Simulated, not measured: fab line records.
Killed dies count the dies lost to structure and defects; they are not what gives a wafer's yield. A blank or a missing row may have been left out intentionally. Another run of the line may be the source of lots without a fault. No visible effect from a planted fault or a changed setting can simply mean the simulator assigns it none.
fab line records	flow nand-harc
[record] lots = 24	wafers = 72	last-day = 33
route steps=1302 shown A_CONTACT@1007
lots with no fault: from the same line, run without faults
start-h: the number of hours between the record's first day and the start of the first shown wafer of the lot	wait-h: how many hours have passed since the lot's step before this one	" as in the row above	L1.1+2: several wafers, shown together as one row	- no value, or no start given	* or withheld: withheld	< > ~ a bound
route shown NAME@n: NAME is a module with steps in the file, n the number in the route of the first one	usual: mean and standard deviation over wafers with no fault	same: alike in all rows	chamber/n: place in a boat	sites: readings site by site	_std_site: the standard deviation of these	_edge_site: the outer-site mean with the inner-site mean subtracted	radius-mm: for every site, how far away it sits from the centre of the wafer	mask NAME#n: copy n	behind: the tool/chamber that last shaped the wafer	hold: reason for holding the lot/hours on hold/outcome of the hold	device: the n, p or np transistor that did not switch	end of line: the route-end tests of the same wafers	a step without rows: its recipe alone	killed: not the wafer's yield, but the dies lost to structure and defects at the first sort	map: a wafer's dies, marking killed ones x, the rest . and places with no die _
set.NAME: the setting that was run; set.NAME@STEP: the one run at that earlier step	model.NAME: the simulator's own value behind a step, which no gauge read
steps of the route over a sample of lots; a table a step, a row a wafer
services: when a tool's chamber went out of use (start-h, in hours from the record's first day, below 0 if earlier), for how many hours, and the reason
[[steps]]
[step NHARC_A_CONTACT_ETCH_113]
[recipe] source-w = withheld	pressure-mtorr = 20	bias-v = 3000	time-s = 190	target-depth-a = 18500	ar-flow-sccm = withheld	c4f8-flow-sccm = withheld	o2-flow-sccm = withheld	chemistry = C4F8/O2/Ar
lot.wafer	tool	chamber	start-h	wait-h	rf-hours-counter-h
L074.2	har-cap-etch-02	0	499.04	0.1	83
L074.3	"	1	"	"	-
L074.6	"	1	"	"	-
L075.2	har-cap-etch-02	0	501.62	0.1	86
L075.4	"	1	"	"	-
L075.5	"	1	"	"	-
L076.2	har-cap-etch-01	0	517.46	0.1	0
L076.6	"	0	"	"	-
L076.5	"	1	"	"	-
L077.4	har-cap-etch-02	1	517.68	0.1	-
L077.3	"	0	"	"	-
L077.5	"	0	"	"	-
L078.1	har-cap-etch-03	0	521.65	0.1	45
L078.2	"	1	"	"	45
L078.4	"	1	"	"	-
L079.2	har-cap-etch-01	1	528.25	0.1	4
L079.3	"	1	"	"	-
L079.5	"	1	"	"	-
L081.1	har-cap-etch-02	0	559.94	0.1	100
L081.3	"	1	"	"	-
L081.5	"	0	"	"	-
L080.3	har-cap-etch-01	0	566.73	0.1	-
L080.5	"	0	"	"	-
L080.6	"	1	"	"	-
L083.2	har-cap-etch-03	0	584.14	0.1	53
L083.5	"	1	"	"	-
L083.6	"	0	"	"	-
L082.4	har-cap-etch-01	1	589.61	0.1	-
L082.5	"	0	"	"	-
L082.6	"	1	"	"	-
L085.3	har-cap-etch-02	1	604.54	0.1	-
L085.4	"	0	"	"	-
L085.5	"	0	"	"	-
L086.2	har-cap-etch-03	0	608.85	0.1	57
L086.5	"	1	"	"	-
L086.6	"	0	"	"	-
L084.4	har-cap-etch-01	1	609.76	0.1	-
L084.6	"	0	"	"	-
L084.5	"	1	"	"	-
L087.2	har-cap-etch-02	0	614.89	0.1	111
L087.4	"	1	"	"	-
L087.3	"	0	"	"	-
L088.2	har-cap-etch-01	1	639.85	0.1	22
L088.4	"	0	"	"	-
L088.5	"	0	"	"	-
L089.3	har-cap-etch-02	1	640.95	0.1	-
L089.6	"	1	"	"	-
L089.5	"	0	"	"	-
L091.2	har-cap-etch-02	1	666.11	0.1	120
L091.4	"	0	"	"	-
L091.3	"	1	"	"	-
L092.2	har-cap-etch-03	1	666.94	0.1	66
L092.1	"	0	"	"	66
L092.5	"	0	"	"	-
L090.2	har-cap-etch-01	1	669.92	0.1	28
L090.1	"	0	"	"	28
L090.3	"	1	"	"	-
L093.2	har-cap-etch-03	1	678.82	0.1	69
L093.3	"	0	"	"	-
L093.4	"	1	"	"	-
L094.2	har-cap-etch-01	1	696.66	0.1	34
L094.4	"	1	"	"	-
L094.5	"	0	"	"	-
L095.2	har-cap-etch-02	1	698.06	0.1	127
L095.1	"	0	"	"	127
L095.4	"	0	"	"	-
L096.1	har-cap-etch-01	0	717.28	0.2	38
L096.3	"	0	"	"	-
L096.6	"	0	"	"	-
L097.2	har-cap-etch-03	1	728.14	0.1	79
L097.1	"	0	"	"	79
L097.5	"	1	"	"	-
[step NHARC_A_CONTACT_ETCH_114]
[recipe] source-w = withheld	pressure-mtorr = 20	bias-v = 3000	time-s = 190	target-depth-a = 18500	ar-flow-sccm = withheld	c4f8-flow-sccm = withheld	o2-flow-sccm = withheld	chemistry = C4F8/O2/Ar
lot.wafer	tool	chamber	start-h	wait-h	rf-hours-counter-h
L074.2	har-cap-etch-02	0	499.20	0.1	83
L074.3	"	1	"	"	-
L074.6	"	1	"	"	-
L075.2	har-cap-etch-02	0	501.79	0.1	86
L075.4	"	1	"	"	-
L075.5	"	1	"	"	-
L076.2	har-cap-etch-01	0	517.63	0.1	0
L076.6	"	0	"	"	-
L076.5	"	1	"	"	-
L077.4	har-cap-etch-02	1	517.85	0.1	-
L077.3	"	0	"	"	-
L077.5	"	0	"	"	-
L078.1	har-cap-etch-03	0	521.82	0.1	45
L078.2	"	1	"	"	45
L078.4	"	1	"	"	-
L079.2	har-cap-etch-01	1	528.42	0.1	4
L079.3	"	1	"	"	-
L079.5	"	1	"	"	-
L081.1	har-cap-etch-02	0	560.11	0.1	100
L081.3	"	1	"	"	-
L081.5	"	0	"	"	-
L080.3	har-cap-etch-01	0	566.90	0.1	-
L080.5	"	0	"	"	-
L080.6	"	1	"	"	-
L083.2	har-cap-etch-03	0	584.31	0.1	53
L083.5	"	1	"	"	-
L083.6	"	0	"	"	-
L082.4	har-cap-etch-01	1	589.78	0.1	-
L082.5	"	0	"	"	-
L082.6	"	1	"	"	-
L085.3	har-cap-etch-02	1	604.71	0.1	-
L085.4	"	0	"	"	-
L085.5	"	0	"	"	-
L086.2	har-cap-etch-03	0	609.02	0.1	57
L086.5	"	1	"	"	-
L086.6	"	0	"	"	-
L084.4	har-cap-etch-01	1	609.93	0.1	-
L084.6	"	0	"	"	-
L084.5	"	1	"	"	-
L087.2	har-cap-etch-02	0	615.06	0.1	111
L087.4	"	1	"	"	-
L087.3	"	0	"	"	-
L088.2	har-cap-etch-01	1	640.02	0.1	23
L088.4	"	0	"	"	-
L088.5	"	0	"	"	-
L089.3	har-cap-etch-02	1	641.12	0.1	-
L089.6	"	1	"	"	-
L089.5	"	0	"	"	-
L091.2	har-cap-etch-02	1	666.28	0.1	120
L091.4	"	0	"	"	-
L091.3	"	1	"	"	-
L092.2	har-cap-etch-03	1	667.11	0.1	67
L092.1	"	0	"	"	67
L092.5	"	0	"	"	-
L090.2	har-cap-etch-01	1	670.09	0.1	28
L090.1	"	0	"	"	28
L090.3	"	1	"	"	-
L093.2	har-cap-etch-03	1	678.99	0.1	69
L093.3	"	0	"	"	-
L093.4	"	1	"	"	-
L094.2	har-cap-etch-01	1	696.83	0.1	34
L094.4	"	1	"	"	-
L094.5	"	0	"	"	-
L095.2	har-cap-etch-02	1	698.22	0.1	127
L095.1	"	0	"	"	127
L095.4	"	0	"	"	-
L096.1	har-cap-etch-01	0	717.51	0.2	38
L096.3	"	0	"	"	-
L096.6	"	0	"	"	-
L097.2	har-cap-etch-03	1	728.32	0.1	79
L097.1	"	0	"	"	79
L097.5	"	1	"	"	-
[step NHARC_A_CONTACT_ETCH_122]
[recipe] source-w = withheld	pressure-mtorr = 20	bias-v = 3000	time-s = 190	target-depth-a = 18500	ar-flow-sccm = withheld	c4f8-flow-sccm = withheld	o2-flow-sccm = withheld	chemistry = C4F8/O2/Ar
lot.wafer	tool	chamber	start-h	wait-h	rf-hours-counter-h
L074.2	har-cap-etch-02	0	500.57	0.1	85
L074.3	"	1	"	"	-
L074.6	"	1	"	"	-
L075.2	har-cap-etch-02	0	503.16	0.1	87
L075.4	"	1	"	"	-
L075.5	"	1	"	"	-
L076.2	har-cap-etch-01	0	519.00	0.1	2
L076.6	"	0	"	"	-
L076.5	"	1	"	"	-
L077.4	har-cap-etch-02	1	519.21	0.1	-
L077.3	"	0	"	"	-
L077.5	"	0	"	"	-
L078.1	har-cap-etch-03	0	523.19	0.1	46
L078.2	"	1	"	"	46
L078.4	"	1	"	"	-
L079.2	har-cap-etch-01	1	529.79	0.1	5
L079.3	"	1	"	"	-
L079.5	"	1	"	"	-
L081.1	har-cap-etch-02	0	561.48	0.1	101
L081.3	"	1	"	"	-
L081.5	"	0	"	"	-
L080.3	har-cap-etch-01	0	568.27	0.1	-
L080.5	"	0	"	"	-
L080.6	"	1	"	"	-
L083.2	har-cap-etch-03	0	585.67	0.1	55
L083.5	"	1	"	"	-
L083.6	"	0	"	"	-
L082.4	har-cap-etch-01	1	591.15	0.1	-
L082.5	"	0	"	"	-
L082.6	"	1	"	"	-
L085.3	har-cap-etch-02	1	606.08	0.1	-
L085.4	"	0	"	"	-
L085.5	"	0	"	"	-
L086.2	har-cap-etch-03	0	610.38	0.1	58
L086.5	"	1	"	"	-
L086.6	"	0	"	"	-
L084.4	har-cap-etch-01	1	611.30	0.1	-
L084.6	"	0	"	"	-
L084.5	"	1	"	"	-
L087.2	har-cap-etch-02	0	616.42	0.1	112
L087.4	"	1	"	"	-
L087.3	"	0	"	"	-
L088.2	har-cap-etch-01	1	641.38	0.1	24
L088.4	"	0	"	"	-
L088.5	"	0	"	"	-
L089.3	har-cap-etch-02	1	642.49	0.1	-
L089.6	"	1	"	"	-
L089.5	"	0	"	"	-
L091.2	har-cap-etch-02	1	667.65	0.1	122
L091.4	"	0	"	"	-
L091.3	"	1	"	"	-
L092.2	har-cap-etch-03	1	668.47	0.1	68
L092.1	"	0	"	"	68
L092.5	"	0	"	"	-
L090.2	har-cap-etch-01	1	671.45	0.1	29
L090.1	"	0	"	"	29
L090.3	"	1	"	"	-
L093.2	har-cap-etch-03	1	680.34	0.1	70
L093.3	"	0	"	"	-
L093.4	"	1	"	"	-
L094.2	har-cap-etch-01	1	698.19	0.1	35
L094.4	"	1	"	"	-
L094.5	"	0	"	"	-
L095.2	har-cap-etch-02	1	699.58	0.1	128
L095.1	"	0	"	"	128
L095.4	"	0	"	"	-
L096.1	har-cap-etch-01	0	719.32	0.2	39
L096.3	"	0	"	"	-
L096.6	"	0	"	"	-
L097.2	har-cap-etch-03	1	729.68	0.1	80
L097.1	"	0	"	"	80
L097.5	"	1	"	"	-
[step NHARC_A_CONTACT_DEP_58]
[recipe] target-thk-a = 900	target-thk-nm = 90	temp-c = 400	pressure-torr = 3.5	flow-sccm = 200	rf-w = 350	material = SiON
[usual] heater-power-outer-w = 497/69	heater-power-w = 798/95
lot.wafer	tool	chamber	start-h	wait-h	heater-power-outer-w	heater-power-w
L074.2	pecvd-02	2	507.68	2.2	548	789
L074.3	"	1	"	"	434	714
L074.6	"	2	"	"	537	816
L075.2	pecvd-03	1	508.99	2.2	607	880
L075.4	"	0	"	"	544	890
L075.5	"	1	"	"	604	882
L076.2	pecvd-01	0	525.98	2.2	473	816
L076.5	"	1	"	"	399	615
L076.6	"	0	"	"	463	836
L077.3	pecvd-01	1	527.10	1.7	422	684
L077.5	"	0	"	"	412	735
L077.4	"	1	"	"	445	667
L078.1	pecvd-02	1	530.31	2.7	468	738
L078.2	"	0	"	"	465	798
L078.4	"	0	"	"	467	793
L079.3	pecvd-01	2	535.46	1.6	402	700
L079.2	"	0	"	"	501	853
L079.5	"	0	"	"	508	903
L081.1	pecvd-02	1	568.71	2.7	441	728
L081.3	"	2	"	"	470	712
L081.5	"	1	"	"	448	736
L080.3	pecvd-02	0	573.86	1.7	387	679
L080.5	"	2	"	"	571	843
L080.6	"	1	"	"	464	755
L083.2	pecvd-03	2	591.34	2.2	556	882
L083.6	"	1	"	"	477	743
L083.5	"	2	"	"	555	861
L082.5	pecvd-03	1	599.35	0.6	599	888
L082.4	"	2	"	"	433	708
L082.6	"	0	"	"	559	898
L085.3	pecvd-02	0	615.16	1.7	482	807
L085.5	"	1	"	"	379	628
L085.4	"	2	"	"	498	793
L086.2	pecvd-03	2	619.07	2.2	528	850
L086.5	"	2	"	"	544	859
L086.6	"	1	"	"	569	875
L084.4	pecvd-01	1	620.34	1.2	403	665
L084.6	"	1	"	"	413	642
L084.5	"	0	"	"	450	792
L087.2	pecvd-03	2	629.13	2.2	536	865
L087.3	"	1	"	"	512	752
L087.4	"	2	"	"	567	892
L088.2	pecvd-01	2	647.00	2.2	423	735
L088.4	"	0	"	"	499	861
L088.5	"	2	"	"	419	755
L089.3	pecvd-03	2	648.06	1.7	510	848
L089.5	"	1	"	"	469	724
L089.6	"	2	"	"	545	824
L091.3	pecvd-03	2	673.68	1.7	528	841
L091.2	"	0	"	"	597	988
L091.4	"	2	"	"	530	820
L092.2	pecvd-02	1	678.91	2.2	442	739
L092.1	"	2	"	"	548	818
L092.5	"	1	"	"	437	720
L090.1	pecvd-02	2	682.48	2.7	565	842
L090.2	"	1	"	"	439	721
L090.3	"	1	"	"	455	729
L093.3	pecvd-03	1	687.17	1.6	561	832
L093.2	"	2	"	"	504	795
L093.4	"	0	"	"	608	938
L094.2	pecvd-02	1	703.83	2.2	440	704
L094.5	"	0	"	"	484	798
L094.4	"	1	"	"	421	708
L095.2	pecvd-03	2	706.62	2.2	455	752
L095.1	"	0	"	"	626	985
L095.4	"	1	"	"	505	801
L096.3	pecvd-01	2	727.17	1.7	426	713
L096.1	"	0	"	"	477	855
L096.6	"	1	"	"	405	632
L097.2	pecvd-01	1	736.14	2.2	423	651
L097.1	"	2	"	"	408	701
L097.5	"	0	"	"	523	922
[step NHARC_A_CONTACT_DESCUM_74]
[recipe] time-s = 3	o2-flow-sccm = 200	ar-flow-sccm = 0	bias-power-w = 0	chemistry = O2
[usual] drypump-motor-current-A = 5.7/0.44	oes-product-au = 1.001/0.0064	rf-vpp-V = 57.6/0.86	showerhead-plenum-p-Torr = 1.88/0.043	throttle-valve-pct = 11.311/0.009
lot.wafer	tool	chamber	start-h	wait-h	drypump-motor-current-A	oes-product-au	rf-hours-counter-h	rf-vpp-V	showerhead-plenum-p-Torr	throttle-valve-pct
L074.2	rie-diel-09	3	508.59	0.1	5.8	0.996	0	58.6	1.95	11.302
L074.3	"	1	"	"	6.2	0.984	0	56.8	1.82	11.306
L074.6	"	3	"	"	5.8	0.990	-	57.9	1.95	11.317
L075.4	rie-diel-12	0	509.84	0.1	5.5	1.002	12	57.3	1.90	11.306
L075.2	"	2	"	"	5.0	0.995	10	58.1	1.86	11.294
L075.5	"	0	"	"	5.5	0.995	-	57.3	1.90	11.306
L076.2	rie-diel-09	3	526.89	0.1	5.8	1.002	8	57.2	1.94	11.294
L076.6	"	0	"	"	5.7	1.012	-	57.6	1.81	11.321
L076.5	"	1	"	"	6.2	0.998	-	57.7	1.81	11.318
L077.3	rie-diel-06	1	527.85	0.1	5.8	1.005	12	57.7	1.95	11.310
L077.4	"	2	"	"	5.1	0.999	-	58.5	1.91	11.306
L077.5	"	0	"	"	5.8	1.000	-	57.3	1.87	11.319
L078.2	rie-diel-06	2	531.25	0.1	5.0	1.005	13	57.2	1.91	11.304
L078.1	"	1	"	"	5.8	1.002	14	57.9	1.95	11.304
L078.4	"	2	"	"	5.0	1.003	-	58.3	1.91	11.306
L079.3	rie-diel-06	2	536.33	0.1	5.1	1.002	14	56.0	1.91	11.302
L079.2	"	1	"	"	5.8	1.014	16	57.1	1.95	11.316
L079.5	"	1	"	"	5.8	1.015	-	59.0	1.95	11.307
L081.3	rie-diel-09	0	569.46	0.1	5.7	1.002	28	57.0	1.80	11.312
L081.1	"	3	"	"	5.8	1.000	24	58.4	1.94	11.320
L081.5	"	0	"	"	5.7	1.000	-	57.0	1.80	11.313
L080.3	rie-diel-12	1	574.77	0.1	5.8	0.999	20	57.2	1.91	11.314
L080.5	"	2	"	"	5.1	0.998	-	57.2	1.85	11.318
L080.6	"	3	"	"	6.5	0.999	-	55.7	1.86	11.311
L083.2	rie-diel-12	3	592.12	0.1	6.5	0.999	23	57.0	1.86	11.314
L083.6	"	2	"	"	5.1	1.003	-	58.8	1.85	11.307
L083.5	"	3	"	"	6.5	1.000	-	56.9	1.86	11.317
L082.4	rie-diel-12	3	600.06	0.1	6.5	0.999	25	56.4	1.86	11.322
L082.5	"	1	"	"	5.8	1.005	-	56.9	1.91	11.289
L082.6	"	2	"	"	5.1	1.004	-	57.0	1.85	11.313
L085.4	rie-diel-12	3	615.88	0.1	6.5	0.997	29	57.0	1.86	11.307
L085.3	"	0	"	"	5.5	1.006	29	57.4	1.90	11.319
L085.5	"	3	"	"	6.5	1.001	-	57.7	1.86	11.321
L086.2	rie-diel-12	2	620.00	0.1	5.1	0.999	30	57.8	1.85	11.325
L086.6	"	0	"	"	5.4	1.008	-	58.0	1.90	11.312
L086.5	"	1	"	"	5.8	1.002	-	57.6	1.90	11.294
L084.4	rie-diel-09	1	621.28	0.1	6.2	1.004	43	56.0	1.80	11.316
L084.6	"	2	"	"	5.9	1.005	-	58.0	1.90	11.312
L084.5	"	3	"	"	5.8	0.996	-	58.8	1.93	11.308
L087.3	rie-diel-09	0	630.04	0.1	5.7	1.007	46	55.6	1.79	11.315
L087.2	"	1	"	"	6.2	1.000	45	57.7	1.80	11.306
L087.4	"	2	"	"	5.8	1.011	40	57.0	1.90	11.324
L088.2	rie-diel-12	3	647.86	0.1	6.5	0.996	2	57.9	1.86	11.315
L088.4	"	0	"	"	5.5	1.009	2	57.5	1.89	11.305
L088.5	"	1	"	"	5.8	0.995	-	56.6	1.90	11.302
L089.3	rie-diel-09	3	648.92	0.1	5.8	0.995	52	58.7	1.93	11.320
L089.5	"	2	"	"	5.8	1.006	-	58.4	1.89	11.308
L089.6	"	3	"	"	5.8	0.998	-	56.1	1.93	11.300
L091.4	rie-diel-12	3	674.57	0.1	6.5	1.000	8	57.6	1.86	11.321
L091.2	"	0	"	"	5.5	1.001	8	57.6	1.89	11.312
L091.3	"	1	"	"	5.8	0.997	7	58.1	1.90	11.311
L092.1	rie-diel-06	1	679.91	0.1	5.8	0.997	2	57.9	1.94	11.310
L092.2	"	3	"	"	5.9	0.993	2	57.4	1.81	11.325
L092.5	"	0	"	"	5.7	0.997	-	57.6	1.85	11.315
L090.3	rie-diel-06	2	683.35	0.1	5.0	0.997	4	56.4	1.90	11.319
L090.1	"	3	"	"	5.9	0.994	3	56.8	1.81	11.321
L090.2	"	0	"	"	5.7	0.995	4	57.0	1.85	11.298
L093.4	rie-diel-12	0	688.07	0.1	5.5	0.991	11	57.9	1.89	11.321
L093.3	"	1	"	"	5.8	0.993	10	57.7	1.90	11.302
L093.2	"	2	"	"	5.1	0.983	11	57.1	1.85	11.316
L094.2	rie-diel-09	2	704.72	0.1	5.8	1.007	7	57.8	1.89	11.313
L094.4	"	3	"	"	5.8	0.987	9	59.2	1.92	11.308
L094.5	"	2	"	"	5.8	0.997	-	57.7	1.89	11.311
L095.1	rie-diel-12	1	707.37	0.1	5.8	1.000	14	57.3	1.90	11.323
L095.4	"	3	"	"	6.5	1.002	16	56.4	1.86	11.292
L095.2	"	0	"	"	5.4	0.997	15	59.2	1.89	11.322
L096.1	rie-diel-12	0	728.04	0.1	5.5	1.004	18	57.0	1.89	11.302
L096.3	"	3	"	"	6.5	0.998	20	57.0	1.85	11.311
L096.6	"	2	"	"	5.1	0.998	-	57.1	1.84	11.294
L097.2	rie-diel-12	0	736.92	0.1	5.5	0.996	21	58.4	1.89	11.321
L097.1	"	2	"	"	5.0	0.995	22	57.1	1.84	11.324
L097.5	"	0	"	"	5.5	1.009	-	57.8	1.89	11.311
[step NHARC_A_CONTACT_ETCH_76]
[recipe] target-depth-a = 2600	over-etch-frac = 0.3	time-s = 475.3	ion-energy-ev = 200	n2-flow-sccm = 150	h2-flow-sccm = 150	ar-flow-sccm = 0	rf-w = 400	bias-w = 150	chemistry = N2/H2
[usual] drypump-motor-current-A = 5.7/0.42	h2-flow-sccm = 150.0/0.42	oes-product-au = 1.000/0.0067	rf-vpp-V = 429.5/1.6	showerhead-plenum-p-Torr = 2.00/0.047	throttle-valve-pct = 14.169/0.0084
lot.wafer	tool	chamber	start-h	wait-h	drypump-motor-current-A	h2-flow-sccm	oes-product-au	rf-hours-counter-h	rf-vpp-V	showerhead-plenum-p-Torr	throttle-valve-pct
L074.3	rie-diel-09	0	-	-	5.7	149.7	1.005	0	427.0	1.93	14.180
L074.2	"	1	"	"	6.2	150.6	0.997	0	426.6	1.93	14.168
L074.6	"	0	"	"	5.7	150.7	1.005	-	427.0	1.93	14.176
L075.2	rie-diel-12	1	-	-	5.8	150.5	1.000	12	430.2	2.04	14.150
L075.4	"	2	"	"	5.1	150.0	0.997	10	428.5	1.98	14.169
L075.5	"	0	"	"	5.5	150.2	1.003	-	431.8	2.03	14.159
L076.2	rie-diel-09	1	-	-	6.2	149.5	0.999	6	427.2	1.93	14.161
L076.5	"	2	"	"	5.8	150.5	0.998	-	432.0	2.03	14.160
L076.6	"	3	"	"	5.8	150.1	0.993	-	431.6	2.07	14.176
L077.3	rie-diel-06	0	-	-	5.7	150.0	1.011	13	430.1	1.99	14.166
L077.5	"	0	"	"	5.7	149.9	1.015	-	431.1	1.99	14.180
L077.4	"	1	"	"	5.8	150.7	1.009	-	431.5	2.08	14.182
L078.2	rie-diel-06	0	-	-	5.7	150.4	1.005	15	429.6	1.99	14.166
L078.1	"	1	"	"	5.8	149.3	1.001	15	430.6	2.08	14.162
L078.4	"	0	"	"	5.7	150.4	1.000	-	429.5	1.99	14.173
L079.2	rie-diel-06	2	-	-	5.0	150.3	0.992	14	430.7	2.04	14.158
L079.3	"	0	"	"	5.7	150.1	1.010	17	429.0	1.99	14.166
L079.5	"	0	"	"	5.7	150.5	1.005	-	430.2	1.99	14.165
L081.1	rie-diel-09	1	-	-	6.2	149.0	1.007	27	427.6	1.92	14.180
L081.3	"	2	"	"	5.8	150.4	1.005	24	429.5	2.03	14.176
L081.5	"	0	"	"	5.7	150.2	1.008	-	425.5	1.92	14.164
L080.3	rie-diel-12	3	-	-	6.5	150.2	1.001	18	430.1	1.99	14.185
L080.5	"	3	"	"	6.5	150.2	1.005	-	429.5	1.99	14.164
L080.6	"	0	"	"	5.5	150.4	1.004	-	430.5	2.02	14.168
L083.2	rie-diel-12	2	-	-	5.0	150.1	1.007	23	429.7	1.97	14.164
L083.6	"	3	"	"	6.5	149.8	1.004	-	429.5	1.98	14.167
L083.5	"	0	"	"	5.5	150.2	1.004	-	429.5	2.02	14.178
L082.4	rie-diel-12	1	-	-	5.8	150.1	1.001	25	429.3	2.03	14.159
L082.6	"	1	"	"	5.8	149.7	1.013	-	430.3	2.03	14.167
L082.5	"	2	"	"	5.1	149.4	1.011	-	428.4	1.97	14.159
L085.3	rie-diel-12	3	-	-	6.5	150.2	0.991	29	429.2	1.98	14.171
L085.4	"	2	"	"	5.1	149.3	1.002	29	427.9	1.97	14.158
L085.5	"	3	"	"	6.5	150.0	0.989	-	428.0	1.98	14.175
L086.2	rie-diel-12	3	-	-	6.5	149.6	1.002	30	429.7	1.98	14.160
L086.5	"	0	"	"	5.5	149.4	1.008	-	428.8	2.02	14.175
L086.6	"	1	"	"	5.8	149.5	0.998	-	431.0	2.03	14.183
L084.4	rie-diel-09	2	-	-	5.8	149.3	0.996	38	430.6	2.02	14.162
L084.5	"	2	"	"	5.8	149.4	0.985	-	430.5	2.02	14.169
L084.6	"	3	"	"	5.8	149.3	0.996	-	430.6	2.06	14.178
L087.4	rie-diel-09	3	-	-	5.8	150.3	0.991	46	431.2	2.06	14.178
L087.2	"	0	"	"	5.7	149.4	1.002	46	427.5	1.91	14.179
L087.3	"	1	"	"	6.2	150.3	0.997	45	426.7	1.92	14.174
L088.2	rie-diel-12	0	-	-	5.5	149.4	1.004	2	429.0	2.02	14.154
L088.4	"	1	"	"	5.8	150.1	0.995	2	430.8	2.03	14.156
L088.5	"	2	"	"	5.1	149.7	0.990	-	429.4	1.97	14.168
L089.3	rie-diel-09	1	-	-	6.2	149.9	0.989	51	425.3	1.92	14.174
L089.6	"	3	"	"	5.8	149.2	0.993	-	430.0	2.06	14.181
L089.5	"	0	"	"	5.7	150.2	1.003	-	426.4	1.91	14.173
L091.4	rie-diel-12	3	-	-	6.5	150.0	0.991	9	427.6	1.98	14.179
L091.3	"	1	"	"	5.8	150.5	1.009	7	429.1	2.03	14.175
L091.2	"	2	"	"	5.1	150.1	1.000	8	428.6	1.97	14.158
L092.1	rie-diel-06	1	-	-	5.8	150.3	1.001	2	430.5	2.07	14.167
L092.2	"	2	"	"	5.0	149.7	1.001	2	430.5	2.03	14.158
L092.5	"	0	"	"	5.7	150.4	0.994	-	429.1	1.97	14.170
L090.1	rie-diel-06	0	-	-	5.7	150.8	1.008	4	429.2	1.97	14.184
L090.2	"	2	"	"	5.0	149.3	1.004	4	431.1	2.03	14.170
L090.3	"	3	"	"	5.9	150.4	0.996	4	428.3	1.93	14.169
L093.4	rie-diel-12	0	-	-	5.5	149.9	0.999	11	429.5	2.02	14.170
L093.2	"	1	"	"	5.8	150.5	0.998	10	430.0	2.03	14.177
L093.3	"	2	"	"	5.1	150.6	0.992	11	428.8	1.97	14.175
L094.2	rie-diel-09	3	-	-	5.8	149.4	0.998	9	431.3	2.05	14.166
L094.4	"	0	"	"	5.7	149.6	1.001	8	426.1	1.90	14.158
L094.5	"	0	"	"	5.7	149.8	1.008	-	427.3	1.90	14.161
L095.4	rie-diel-12	1	-	-	5.8	150.1	0.998	14	429.8	2.02	14.167
L095.2	"	2	"	"	5.1	150.1	1.002	16	427.7	1.97	14.154
L095.1	"	0	"	"	5.5	150.1	0.994	15	430.0	2.02	14.163
L096.1	rie-diel-12	0	-	-	5.5	150.4	1.003	18	430.4	2.01	14.178
L096.3	"	3	"	"	6.5	149.5	0.998	20	429.9	1.97	14.172
L096.6	"	3	"	"	6.5	149.4	0.992	-	428.3	1.98	14.188
L097.1	rie-diel-12	3	-	-	6.5	149.9	0.987	23	428.2	1.97	14.166
L097.2	"	1	"	"	5.8	150.2	0.998	15	430.8	2.02	14.167
L097.5	"	3	"	"	6.5	150.1	0.995	-	429.2	1.97	14.164
[[services]]
tool	chamber	start-h	hours	kind
rie-diel-06	-	484.20	9.0	pm
rie-diel-09	0	485.52	4.6	repair
pecvd-01	-	492.21	13.0	pm
har-cap-etch-01	-	497.00	17.0	pm
rie-diel-09	-	499.32	9.0	pm
rie-diel-06	-	505.03	0.9	repair
pecvd-03	-	511.44	0.8	repair
pecvd-03	-	547.29	13.0	pm
rie-diel-06	2	553.95	8.9	repair
rie-diel-09	1	567.42	1.8	repair
rie-diel-06	2	584.26	14.5	repair
pecvd-02	-	590.85	13.0	pm
rie-diel-09	0	604.31	6.5	repair
rie-diel-12	-	622.40	9.0	pm
pecvd-01	1	626.79	8.7	repair
rie-diel-06	-	661.20	9.0	pm
pecvd-02	0	666.99	23.4	repair
rie-diel-09	-	670.75	0.1	repair
pecvd-01	-	673.21	13.0	pm
pecvd-02	-	674.26	0.3	repair
rie-diel-09	-	676.32	9.0	pm
rie-diel-06	1	706.04	23.0	repair
rie-diel-12	1	713.59	23.4	repair
pecvd-03	-	728.29	13.0	pm
[[key]]
fault none
